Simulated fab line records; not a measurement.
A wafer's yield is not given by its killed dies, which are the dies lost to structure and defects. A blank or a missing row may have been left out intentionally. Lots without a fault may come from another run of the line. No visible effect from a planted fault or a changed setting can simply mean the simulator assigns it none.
fab line records	flow nand-harc
record lots=7	wafers=21	last-day=31
route steps=1302 shown A_CHANNEL_HOLE_D1@487 A_CHANNEL_FILL_D1@490
lots that met no fault: taken from a fault-free run of the same line
start-h: hours from the record's first day to the start of the lot's first wafer shown	wait-h: how many hours have passed since the lot's step before this one	" as in the row above	L1.1+2: one row covering several wafers at once	- either no value or no given start	* or withheld: withheld	< > ~ a bound
route shown NAME@n: NAME is a module with steps in the file, n the number in the route of the first one	usual: the fault-free wafers' mean and standard deviation	same: alike in all rows	chamber/n: place in a boat	sites: per-site readings	_std_site: the values' standard deviation	_edge_site: the outer-site mean with the inner-site mean subtracted	radius-mm: how far each site lies from the wafer's centre	mask NAME#n: copy n	behind: the last tool/chamber to shape the wafer	hold: reason for holding the lot/hours on hold/outcome of the hold	device: the n, p or np transistor that did not switch	end of line: tests of these same wafers at the route's end	a step given without rows: its recipe and nothing more	killed: dies lost to structure and defects at the first sort, not the wafer's yield	map: the dies of a wafer, with x for killed, . for not killed, _ for no die there
set.NAME: the setting that was run; set.NAME@STEP: the one run at that earlier step	model.NAME: the simulator's own value behind a step, which no gauge read
a table for each step, a row for each wafer; lots at some steps of the route
services: the hour from which a tool's chamber was out of use, counted from the record's first day as start-h (under 0 if before that day), plus the number of hours and why
## steps
# step NHARC_A_CHANNEL_HOLE_D1_CD_MEAS_30
# usual cd-nm=90.0/0.97
lot.wafer	tool	chamber	start-h	wait-h	cd-nm
L267.1	cd-sem-03	-	219.08	0.1	90.3
L267.4	"	-	"	"	89.7
L267.5	"	-	"	"	89.2
L269.1	cd-sem-03	-	227.33	-	87.9
L269.3	"	-	"	"	88.2
L269.5	"	-	"	"	88.2
L270.3	cd-sem-01	-	248.66	-	90.6
L270.5	"	-	"	"	91.3
L270.6	"	-	"	"	91.9
L271.1	cd-sem-02	-	253.23	-	87.7
L271.2	"	-	"	"	88.5
L271.3	"	-	"	"	90.0
L278.1	cd-sem-02	-	336.28	-	91.2
L278.2	"	-	"	"	90.4
L278.5	"	-	"	"	89.1
L281.1	cd-sem-03	-	346.11	-	90.3
L281.2	"	-	"	"	90.9
L281.4	"	-	"	"	90.3
L282.2	cd-sem-01	-	363.98	-	89.8
L282.5	"	-	"	"	89.8
L282.6	"	-	"	"	90.9
# step NHARC_A_CHANNEL_HOLE_D1_XSEM_31
# recipe landing-energy-ev=35000
# usual bot-cd-nm=74.5/0.96	bow-nm=8.65/0.21	tilt-deg=0.08/0.043
lot.wafer	tool	chamber	start-h	wait-h	bot-cd-nm	bow-nm	tilt-deg
L267.1	xsem-02	0	219.17	0.1	74.5	8.38	0.03
L267.4	"	0	"	"	74.2	8.36	0.03
L267.5	"	0	"	"	73.5	8.39	0.03
L269.1	xsem-02	0	227.42	0.1	72.9	8.99	0.11
L269.3	"	0	"	"	72.6	8.93	0.11
L269.5	"	0	"	"	72.8	9.01	0.11
L270.3	xsem-02	0	248.76	0.1	75.4	8.40	0.08
L270.5	"	0	"	"	76.0	8.39	0.08
L270.6	"	0	"	"	75.7	8.39	0.08
L271.1	xsem-01	0	253.32	0.1	73.2	8.55	0.10
L271.2	"	0	"	"	73.4	8.56	0.10
L271.3	"	0	"	"	75.5	8.52	0.10
L278.1	xsem-02	0	336.37	0.1	74.9	8.66	0.05
L278.2	"	0	"	"	74.6	8.64	0.05
L278.5	"	0	"	"	73.6	8.60	0.05
L281.1	xsem-01	0	346.19	0.1	74.8	8.83	0.11
L281.2	"	0	"	"	75.1	8.96	0.11
L281.4	"	0	"	"	73.7	8.87	0.11
L282.2	xsem-01	0	364.06	0.1	74.0	9.05	0.13
L282.5	"	0	"	"	74.8	9.09	0.13
L282.6	"	0	"	"	75.0	9.02	0.13
# step NHARC_A_CHANNEL_HOLE_D1_INSPECT_40
# usual raw-defect-count=69/22
lot.wafer	tool	chamber	start-h	wait-h	raw-defect-count
L267.1	defect-inspect-01	-	219.27	-	41
L267.4	"	-	"	"	57
L267.5	"	-	"	"	50
L269.1	defect-inspect-02	-	227.52	-	79
L269.3	"	-	"	"	51
L269.5	"	-	"	"	56
L270.3	defect-inspect-01	-	248.85	-	34
L270.5	"	-	"	"	37
L270.6	"	-	"	"	35
L271.1	defect-inspect-02	-	253.42	-	120
L271.2	"	-	"	"	85
L271.3	"	-	"	"	81
L278.1	defect-inspect-01	-	336.46	-	55
L278.2	"	-	"	"	85
L278.5	"	-	"	"	77
L281.1	defect-inspect-01	-	346.29	-	55
L281.2	"	-	"	"	89
L281.4	"	-	"	"	39
L282.2	defect-inspect-01	-	364.16	-	57
L282.5	"	-	"	"	55
L282.6	"	-	"	"	57
# step NHARC_A_CHANNEL_FILL_D1_PRECLEAN_00
# recipe time-s=*	temp-c=50	bath-age-min=0	chemistry=SC1
# step NHARC_A_CHANNEL_FILL_D1_SRD_01
# step NHARC_A_CHANNEL_FILL_D1_ALD_02
# recipe target-thk-a=60	pulse-time-s=10	ald-cycles=60	temp-c=300	material=SiO2
# usual heater-power-w=472/49	precursor-pulse-height-rel=0.999/0.02
lot.wafer	tool	chamber	start-h	wait-h	heater-power-w	precursor-pulse-height-rel
L267.4	ald-hk-01	3	219.53	-	551	1.001
L267.1	"	1	"	"	484	0.994
L267.5	"	2	"	"	451	0.981
L269.3	ald-hk-02	2	227.85	-	561	1.024
L269.1	"	3	"	"	490	1.014
L269.5	"	0	"	"	431	0.971
L270.3	ald-hk-03	2	249.26	-	437	1.024
L270.6	"	3	"	"	419	1.028
L270.5	"	0	"	"	413	0.968
L271.3	ald-hk-03	1	253.68	-	527	0.997
L271.1	"	2	"	"	433	1.008
L271.2	"	3	"	"	407	0.965
L278.1	ald-hk-01	0	337.11	-	484	1.003
L278.2	"	1	"	"	476	1.039
L278.5	"	0	"	"	480	1.017
L281.4	ald-hk-03	2	346.48	-	438	1.019
L281.1	"	3	"	"	405	1.007
L281.2	"	0	"	"	399	1.005
L282.2	ald-hk-02	3	364.57	-	476	0.997
L282.5	"	0	"	"	459	1.003
L282.6	"	1	"	"	467	0.960
# step NHARC_A_CHANNEL_FILL_D1_ALD_03
# recipe target-thk-a=60	pulse-time-s=60	ald-cycles=58	temp-c=630	pressure-torr=2	material=SiNx
# usual precursor-pulse-height-rel=1.001/0.018
lot.wafer	tool	chamber	start-h	wait-h	precursor-pulse-height-rel
L267.1	ald-sin-batch-01	0	-	-	0.997
L267.4	"	0	"	"	0.981
L267.5	"	0	"	"	0.970
L269.1	ald-sin-batch-03	0	-	-	1.002
L269.3	"	0	"	"	0.993
L269.5	"	0	"	"	0.994
L270.3	ald-sin-batch-02	0	-	-	0.994
L270.5	"	0	"	"	1.025
L270.6	"	0	"	"	1.010
L271.1	ald-sin-batch-01	0	-	-	0.982
L271.2	"	0	"	"	0.972
L271.3	"	0	"	"	0.973
L278.1	ald-sin-batch-02	0	-	-	0.999
L278.2	"	0	"	"	0.976
L278.5	"	0	"	"	0.989
L281.1	ald-sin-batch-01	0	-	-	0.955
L281.2	"	0	"	"	0.971
L281.4	"	0	"	"	1.016
L282.2	ald-sin-batch-03	0	-	-	1.011
L282.5	"	0	"	"	1.020
L282.6	"	0	"	"	1.016
# step NHARC_A_CHANNEL_FILL_D1_ALD_14
# recipe target-thk-a=25	pulse-time-s=10	ald-cycles=25	temp-c=300	material=SiO2
# usual heater-power-w=475/48	precursor-pulse-height-rel=1.003/0.018
lot.wafer	tool	chamber	start-h	wait-h	heater-power-w	precursor-pulse-height-rel
L267.1	ald-hk-02	2	226.45	0.0	565	0.982
L267.4	"	1	"	"	461	0.983
L267.5	"	2	"	"	576	1.030
L269.3	ald-hk-03	1	234.71	0.1	522	1.012
L269.1	"	2	"	"	426	1.001
L269.5	"	0	"	"	393	1.019
L270.3	ald-hk-01	0	256.16	0.1	476	1.015
L270.5	"	2	"	"	456	0.985
L270.6	"	3	"	"	527	1.011
L271.2	ald-hk-02	1	262.21	1.6	453	1.022
L271.3	"	2	"	"	563	1.020
L271.1	"	3	"	"	492	0.997
L278.2	ald-hk-03	2	344.05	0.0	446	1.016
L278.1	"	3	"	"	412	0.977
L278.5	"	2	"	"	447	0.995
L281.4	ald-hk-01	3	353.51	0.0	531	0.991
L281.1	"	1	"	"	473	1.023
L281.2	"	2	"	"	439	1.016
L282.2	ald-hk-03	2	371.90	0.6	444	1.005
L282.6	"	2	"	"	434	1.000
L282.5	"	3	"	"	413	1.007
# step NHARC_A_CHANNEL_FILL_D1_ALD_15
# recipe target-thk-a=20	pulse-time-s=60	ald-cycles=19	temp-c=630	pressure-torr=2	material=SiNx
# step NHARC_A_CHANNEL_FILL_D1_ALD_16
# recipe target-thk-a=15	pulse-time-s=10	ald-cycles=15	temp-c=300	material=SiO2
# usual heater-power-w=471/50	precursor-pulse-height-rel=0.999/0.021
lot.wafer	tool	chamber	start-h	wait-h	heater-power-w	precursor-pulse-height-rel
L267.1	ald-hk-02	1	231.65	0.1	451	0.993
L267.4	"	3	"	"	500	0.985
L267.5	"	1	"	"	462	1.015
L269.3	ald-hk-02	2	239.89	0.1	562	1.001
L269.1	"	3	"	"	494	1.011
L269.5	"	2	"	"	552	1.001
L270.3	ald-hk-02	2	262.42	1.2	560	1.005
L270.5	"	1	"	"	464	1.009
L270.6	"	2	"	"	569	1.004
L271.2	ald-hk-03	3	267.32	0.1	415	1.003
L271.3	"	0	"	"	406	0.992
L271.1	"	1	"	"	528	1.012
L278.1	ald-hk-03	1	349.28	0.1	529	1.021
L278.2	"	3	"	"	410	1.008
L278.5	"	1	"	"	523	0.992
L281.2	ald-hk-02	3	358.69	0.0	490	1.013
L281.1	"	0	"	"	454	1.019
L281.4	"	2	"	"	605	0.992
L282.2	ald-hk-03	2	377.10	0.0	442	0.991
L282.5	"	2	"	"	444	0.986
L282.6	"	3	"	"	413	0.976
# step NHARC_A_CHANNEL_FILL_D1_ANNEAL_17
# recipe temp-c=850	time-s=1800
# step NHARC_A_CHANNEL_FILL_D1_CVD_18
# recipe target-thk-a=30	temp-c=550	material=poly-Si
# step NHARC_A_CHANNEL_FILL_D1_ETCHBACK_19
# recipe target-depth-a=50	time-s=1.7	hbr-flow-sccm=150	cl2-flow-sccm=50	rf-w=400	icp-w=400	bias-w=100	chemistry=HBr/Cl2
# usual bias-w=99.99/0.29	chamber-pressure-mTorr=15.001/0.013	drypump-motor-current-A=5.6/0.49	oes-product-au=0.997/0.0063	throttle-valve-pct=26.406/0.0089
lot.wafer	tool	chamber	start-h	wait-h	bias-w	chamber-pressure-mTorr	drypump-motor-current-A	oes-product-au	rf-hours-counter-h	throttle-valve-pct
L267.4	rie-si-04	0	244.70	0.4	99.41	14.986	5.8	0.991	0.52	26.416
L267.1	"	3	"	"	100.44	15.018	6.4	0.998	0.52	26.420
L267.5	"	0	"	"	100.14	15.000	5.9	0.994	-	26.388
L269.3	rie-si-01	3	252.82	0.4	-	-	-	-	-	-
L269.1	"	1	"	"	-	-	-	-	-	-
L269.5	"	2	"	"	-	-	-	-	-	-
L270.3	rie-si-05	2	274.17	0.4	-	-	-	-	-	-
L270.5	"	1	"	"	-	-	-	-	-	-
L270.6	"	3	"	"	-	-	-	-	-	-
L271.3	rie-si-05	2	279.22	0.4	-	-	-	-	-	-
L271.1	"	0	"	"	-	-	-	-	-	-
L271.2	"	1	"	"	-	-	-	-	-	-
L278.2	rie-si-05	1	361.09	0.4	99.77	15.009	5.8	0.997	0.20	26.404
L278.1	"	2	"	"	100.31	15.027	5.5	0.982	0.23	26.412
L278.5	"	2	"	"	100.10	15.015	5.5	0.986	-	26.402
L281.1	rie-si-04	0	370.62	0.4	100.20	14.982	5.9	0.992	0.23	26.390
L281.4	"	1	"	"	100.33	14.983	5.0	0.991	0.23	26.407
L281.2	"	2	"	"	99.56	14.991	6.5	0.993	0.12	26.398
L282.2	rie-si-04	2	390.47	0.4	99.83	15.009	6.4	0.989	0.22	26.412
L282.5	"	2	"	"	99.71	15.014	6.4	0.995	-	26.412
L282.6	"	3	"	"	99.84	14.994	6.4	0.995	-	26.397
# step NHARC_A_CHANNEL_FILL_D1_ETCHBACK_20
# recipe target-depth-a=270	time-s=13.5	c4f8-flow-sccm=withheld	o2-flow-sccm=8	ar-flow-sccm=withheld	rf-w=600	bias-w=1500	chemistry=C4F8/O2/Ar
## services
tool	chamber	start-h	hours	kind
ald-hk-03	-	214.54	10.0	pm
ald-hk-03	0	214.54	10.0	vent-cycle
ald-hk-03	1	214.54	10.0	vent-cycle
ald-hk-03	2	214.54	10.0	vent-cycle
ald-hk-03	3	214.54	10.0	vent-cycle
ald-hk-03	0	224.54	-	clean
ald-hk-03	1	224.54	-	clean
ald-hk-03	2	224.54	-	clean
rie-si-01	-	242.51	0.3	repair
rie-si-01	0	251.82	8.4	repair
ald-sin-batch-02	-	266.00	26.0	pm
rie-si-05	0	272.99	2.8	repair
ald-hk-03	-	281.88	0.9	repair
rie-si-04	-	286.79	0.9	repair
rie-si-05	3	303.63	2.9	repair
rie-si-05	-	305.00	9.0	pm
ald-hk-01	-	305.57	10.0	pm
rie-si-01	1	312.57	9.1	repair
ald-hk-02	-	325.75	1.9	repair
rie-si-04	-	342.00	9.0	pm
rie-si-01	3	363.39	2.9	repair
rie-si-05	3	368.96	7.7	repair
rie-si-01	-	370.00	9.0	pm
xsem-01	-	374.00	14.0	pm
## key
first-sign step=NHARC_A_CHANNEL_FILL_D1_ETCHBACK_19	reading=tool-record	direction=missing
effect none on later readings
met-at NHARC_A_CHANNEL_FILL_D1_ETCHBACK_19
struck-wafers L269.1,L269.3,L269.5,L270.3,L270.5,L270.6,L271.1,L271.2,L271.3
later-rows-left-out L269.1,L269.3,L269.5,L270.3,L270.5,L270.6,L271.1,L271.2,L271.3
sort-left-out L269.1,L269.3,L269.5,L270.3,L270.5,L270.6,L271.1,L271.2,L271.3
tester-left-out L269,L270,L271
fault kind=skipped-step-whole	tool=rie-si-01,rie-si-05	chamber=-	onset-h=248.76	steps=NHARC_A_CHANNEL_FILL_D1_ETCHBACK_19	scope=struck-lots-only
# tester-left-out: of these lots the tester's yield and bins aren't shown, on N5 and GAA mostly nor the transistor test; their killed dies are dies lost to structure and defects alone, not to doping, threshold or leakage, so they don't give the yield
# sort-left-out: the simulated sort isn't trusted on such a fault, so these wafers' sort isn't shown, and their yield isn't known
# later-rows-left-out: the simulator's readings of these wafers behind a module that went badly wrong aren't trusted and aren't shown, but for the sort
